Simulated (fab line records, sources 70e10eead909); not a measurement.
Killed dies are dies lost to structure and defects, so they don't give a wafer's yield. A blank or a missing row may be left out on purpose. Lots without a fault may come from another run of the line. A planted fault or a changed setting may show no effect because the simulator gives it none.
Problem report in the 8D (eight disciplines) form, filled by code | flow nand_harc | the parts of the form that need people (team, actions taken, sign-off) are left out

1. THE PROBLEM
cd_nm at NHARC_P_M0_CD_MEAS_09 reads a mean of 63.9 nm on 6 wafers of 2 lots; wafers without a fault read 89.8 nm with a standard deviation of 0.44. That is -59 standard deviations from the usual mean.
The step: target cd 90 nm.
First seen on wafer L795.2, day 12 22:58, on cd_sem-02. The record holds 42 wafers of 14 lots with a number at this step. Rule for "out", or "out of limits": more than 4 standard deviations from the usual mean. The other wafers with a number count as sound.

2. WHAT IT IS AND WHAT IT IS NOT
question                    | is                     | is not
which readings at this step | cd_nm                  | -
which lots                  | L795, L796             | L779, L780, L782, L783, L784, L786, L787, L788, L790, L799, L800, L802
which wafers of those lots  | all that have a number | -
read on which gauges        | cd_sem-01, cd_sem-02   | cd_sem-03
when                        | from day 12 22:58      | up to then (27 sound wafers); but 9 sound wafers of L799, L800, L802 came after

3. SUSPECTS, AND WHAT RULES EACH OUT
Counting: a tool at a process step up to the reading stays a suspect if it ran every lot that is out and no sound lot after the first of them.
- the gauge at NHARC_P_M0_CD_MEAS_09: ruled out. The wafers that are out were read on 2 gauges (cd_sem-01, cd_sem-02).
- arfi_scanner-02 at NHARC_P_M0_EXPOSE_06 (exposes mask P M0, target cd 90 nm): kept. It ran every lot that is out, first L795 (day 12 22:50), and no sound lot after that; its last sound lot up to then is L786 (day 9 10:42). Its own readings are out on those wafers: exposure_dose_mJ_cm2.
Left after counting: arfi_scanner-02 at NHARC_P_M0_EXPOSE_06.

4. THE CAUSE (what the simulator had put in)
Process parameter drift: arfi_scanner-02, from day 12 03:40 on, at NHARC_P_M0_EXPOSE_06. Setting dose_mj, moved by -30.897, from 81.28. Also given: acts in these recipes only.
Counting left only this tool.

5. THE CHAIN OF EFFECTS, in route order
Each row: a reading whose mean over the struck wafers that have a number lies more than 3 standard deviations from the usual. Only readings for which the record gives a usual standard deviation are gone through. hours: the time from each lot's start at the first step in this table that gives one to its start at this step, as a median over the lots. sigmas: the change in usual standard deviations.
hours | step                  | reading              | usual   | on struck wafers | change | sigmas
0     | NHARC_P_M0_EXPOSE_06  | exposure_dose_mJ_cm2 | 81.28   | 53.53            | -27.75 | -99 or more
0     | NHARC_P_M0_CD_MEAS_09 | cd_nm                | 89.8 nm | 63.9             | -25.9  | -59
The process steps in it:
- NHARC_P_M0_EXPOSE_06: exposes mask P M0, target cd 90 nm.

6. WHAT WOULD HAVE CAUGHT IT SOONER
In this record the first reading out of limits at a measuring or inspecting step was taken at day 12 22:58, 19 hours after the fault began at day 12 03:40.
The tool's own readings at NHARC_P_M0_EXPOSE_06 were out on every struck wafer that the step has a row for (exposure_dose_mJ_cm2): an alarm limit on them would have fired on the first of those.
Of the lots that are out (2), L796 began NHARC_P_M0_EXPOSE_06 on arfi_scanner-02 after day 12 22:58. A hold on the tool at that time would have spared it.
